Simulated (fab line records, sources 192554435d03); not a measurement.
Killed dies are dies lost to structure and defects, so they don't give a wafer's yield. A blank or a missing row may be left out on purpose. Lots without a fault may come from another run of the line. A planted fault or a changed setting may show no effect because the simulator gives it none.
A struck lot beside a sound one | flow n5_finfet | 44 steps out of a route of 1938
Sound: wafers L272.1, L272.2, L272.3. Struck: wafer L265.3. (L265.6 of the same lot was not struck and is left out.) The cause comes at the end.
At each step with rows: each side's tool, then ch and its chambers, then its first start. Under that, the readings that differ: sound wafers | struck wafers | difference of the means | sigmas: that difference in standard deviations of wafers without a fault.
alike: readings whose means differ by less than 2 such deviations, and words and numbers that are the same on both sides. not compared: withheld readings, readings that some wafer has no value for, bounds like >300 that may hide the same value, and numbers for which the record gives no deviation and whose values overlap.
The two part at a step that has a row with sigmas, a row that says differs or no value, or rows on one side only. Numbers that don't overlap but have no deviation are shown without sigmas and don't part them. A reading that every wafer of one side lacks parts them only if that side has two wafers or more.

first, 11 steps without rows for these wafers: N5_BEOL_M4_DESCUM_33 (chemistry O2, time 7 s); N5_BEOL_M4_ETCH_77 (etches underlayer in N2/H2, target depth 6.5 nm, time 5.2 s); N5_BEOL_M4_ETCH_69 (etches SiARC in CF4, target depth 15.6 nm, time 26 s); N5_BEOL_M4_ALD_98 (deposits SiO2, target thk 2.5 nm, pulse time 1 s, co reactant pulse time 1 s); N5_BEOL_M4_ETCHBACK_99 (etches SiO2 in CHF3, target depth 5 nm, time 10.4 s); N5_BEOL_M4_ETCH_70 (etches SOC in N2/H2, target depth 80 nm, overetch 24 nm, time 130 s); N5_BEOL_M4_STRIP_71 (strips in N2/H2); N5_BEOL_M4_STRIP_78 (strips in N2/H2); N5_BEOL_M4_VIA_ETCH_34 (etches the open film in C4F6/O2, target depth 69.4 nm, time 65.9 s); N5_BEOL_M4_STRIP_83 (strips in C4F6/O2); N5_BEOL_M4_STRIP_36 (strips in N2/H2).
N5_BEOL_M4_TRENCH_ETCH_37: etches SiOC in C4F6/O2, target depth 55.555 nm, time 29.2 s.
  sound on rie_diel-03 ch 0,1,3, day 13 11:50; struck on rie_diel-01 ch 0, day 11 00:31
  reading                                    | sound            | struck | difference | sigmas
  oes_product_au (a.u.)                      | 0.85 0.69 0.74   | 1.01   | +0.25      | +3
  model.BEOL_M4.feature_depth_nm (nm)        | 54.6 54 55       | 75.2   | +20.7      |
  model.etch.depth_nm (nm)                   | 54.7 53.98 55.04 | 75.29  | +20.72     |
  model.TiN_of_BEOL_M4_HM_DEP_02.thk_nm (nm) | 17.8 18.2 18     | 17.2   | -0.8       |
  alike: O2_flow_sccm, chamber_pressure_mTorr, drypump_motor_current_A, oes_ar_750_au, oes_o_777_au, rf_vpp_V, showerhead_plenum_p_Torr, throttle_valve_pct
  not compared: rf_hours_counter_h
then, 2 steps without rows for these wafers: N5_BEOL_M4_ETCH_41 (etches SiCN in CH3F/O2, target depth 29.9 nm, time 52.5 s); N5_BEOL_M4_STRIP_97 (strips in N2/H2, time 10 s).
N5_BEOL_M4_OCD_MEAS_38:
  sound on ocd-01, day 13 12:00; struck on ocd-02, day 11 00:40
  reading              | sound          | struck | difference | sigmas
  trench_depth_nm (nm) | 54.4 53.9 55.2 | 75.3   | +20.8      | +21
then, 25 steps without rows for these wafers: N5_BEOL_M4_HM_STRIP_39 (strips TiN in peroxide tin strip, target depth 25 nm, time 158 s); N5_BEOL_M4_SRD_40 (time 30 s); N5_BEOL_M4_PRECLEAN_42 (cleans in residue remover, time 60 s); N5_BEOL_M4_SRD_43 (time 30 s); N5_BEOL_M4_DEGAS_44 (time 60 s); N5_BEOL_M4_PRE_CLEAN_45 (time 30 s); N5_BEOL_M4_ALD_84 (deposits TaN, pulse time 2 s, purge time 3 s, co reactant purge time 2 s); N5_BEOL_M4_SURFACE_TREAT_85; N5_BEOL_M4_CVD_47 (deposits Co from CCTBA/H2, target thk 3 nm, time 223.8 s); N5_BEOL_M4_SPUTTER_48 (material Cu, target thk 4.5 nm, time 8.29 s); N5_BEOL_M4_ANNEAL_49 (time 240 s); N5_BEOL_M4_SPUTTER_79 (material Cu, target thk 4.5 nm, time 8.29 s); N5_BEOL_M4_ANNEAL_80 (time 240 s); N5_BEOL_M4_SPUTTER_81 (material Cu, target thk 4.5 nm, time 8.29 s); N5_BEOL_M4_ANNEAL_82 (time 240 s); N5_BEOL_M4_SPUTTER_86 (material Cu, target thk 4.5 nm, time 8.29 s); N5_BEOL_M4_ANNEAL_87 (time 240 s); N5_BEOL_M4_SPUTTER_88 (material Cu, target thk 4.5 nm, time 8.29 s); N5_BEOL_M4_ANNEAL_89 (time 240 s); N5_BEOL_M4_SPUTTER_90 (material Cu, target thk 4.5 nm, time 8.29 s); N5_BEOL_M4_ANNEAL_91 (time 240 s); N5_BEOL_M4_SPUTTER_92 (material Cu, target thk 4.5 nm, time 8.29 s); N5_BEOL_M4_ANNEAL_93 (time 240 s); N5_BEOL_M4_SPUTTER_94 (material Cu, target thk 4.5 nm, time 8.29 s); N5_BEOL_M4_ANNEAL_95 (time 240 s).
N5_BEOL_M4_CMP_52: polishes, stops on SiOC, t overpolish 6.8 s, target thk 40 nm.
  sound on cmp-03 ch 0,1,3, day 13 16:03; struck on cmp-04 ch 3, day 11 04:13
  reading                                | sound             | struck | difference | sigmas
  motor_current_A (A)                    | 6.2 5.4 5.2       | 8.2    | +2.6       | +4
  overpolish_run_s (s)                   | 6.799 6.797 6.808 | 6.781  | -0.020     | -2
  model.Cu_of_BEOL_M4_ECD_50.thk_nm (nm) | 36.4 36.4 38.2    | 61.4   | +24.4      |
  alike: barrier_field_endpoint_s, edge_zone_pressure_frac, head_pressure_psi, slurry_flow_ml_min, time_to_endpoint_s
N5_BEOL_M4_THK_MEAS_53: measures by xrf.
  sound on film_metro-01, day 13 16:18; struck on film_metro-01, day 11 04:28
  reading     | sound          | struck | difference | sigmas
  M4_THK (nm) | 35.7 35.8 37.3 | 60.1   | +23.8      | +15
N5_BEOL_M4_RS_MEAS_58: measures by four-point-probe.
  sound on film_metro-01, day 13 16:37; struck on film_metro-01, day 11 04:44
  reading        | sound          | struck | difference | sigmas
  M4_RS (ohm/sq) | 0.76 0.75 0.71 | 0.39   | -0.35      | -9
N5_BEOL_M4_RC_MEAS_101:
  sound on prober-01 ch 0, day 13 16:40; struck on prober-02 ch 0, day 11 05:05
  reading                   | sound          | struck | difference | sigmas
  IOFF_P (nA/um)            | 0.18 0.21 0.17 | 0.25   | +0.06      | +2
  SERP_M4 (ohm/um)          | 194 199 193    | 118    | -77        | -5
  SERP_M4_max_site (ohm/um) | 204 214 205    | 126    | -82        | -5
  SS_N (mV/dec)             | 70.3 71.2 71.1 | 72.0   | +1.1       | +2
  alike: DIBL_N, DIBL_P, IOFF_N, ION_N, ION_P, SS_P, VT_N, VT_P

WHERE THEY PART
First at N5_BEOL_M4_TRENCH_ETCH_37; last, within this record, at N5_BEOL_M4_RC_MEAS_101.

WHY: what the simulator had put in
Process parameter drift: rie_diel-01, from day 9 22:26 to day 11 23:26, at N5_BEOL_M4_TRENCH_ETCH_37. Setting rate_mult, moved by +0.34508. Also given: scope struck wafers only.
